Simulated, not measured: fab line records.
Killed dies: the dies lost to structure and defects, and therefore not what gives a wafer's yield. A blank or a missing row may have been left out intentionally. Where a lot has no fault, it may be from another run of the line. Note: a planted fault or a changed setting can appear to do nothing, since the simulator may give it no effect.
Matching of chambers ; flow nand harc ; 3 sister chambers for NHARC_P_CONTACT_DEP_30 on pecvd-04
The step deposits SiNx, target thk 30 nm. 6 wafers are shown with their chamber, then 7 later ones without.

WAFERS, EACH WITH ITS CHAMBER
wafer;chamber;heater power w (W)
L077.2;2;675
L082.1;1;820
L082.2;2;639
L082.4;0;839
L088.2;1;767
L088.3;0;834

WAFERS WITHOUT THEIR CHAMBER
wafer;heater power w (W)
L088.4;805
L091.1;661
L091.2;850
L091.6;850
L096.3;772
L096.4;792
L096.5;872

WHICH CHAMBER EACH ONE RAN IN
wafer;from the rows above;in truth
L088.4;can't be placed: 1 or 0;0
L091.1;2;2
L091.2;can't be placed: 0 or 1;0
L091.6;can't be placed: 0 or 1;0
L096.3;can't be placed: 1 or 0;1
L096.4;can't be placed: 1 or 0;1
L096.5;can't be placed: 0 or 1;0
Placed correctly: 1 of 7. These rows do not allow placing 6 (true chamber among the candidates in 6). Wrongly placed: 0.
How it was worked out, from the rows above alone: a wafer's distance from a chamber is the root of the sum, over the readings, of the square of ((its reading less the chamber's mean) divided by the reading's scatter). The wafer belongs to the nearest chamber; if the next one is less than 2 further off, it can't be placed. Each chamber's mean is taken over the wafers shown for it. The scatter is the square root of a quotient: the sum, over the shown wafers, of each reading's squared deviation from its chamber's mean, divided by wafers minus chambers.
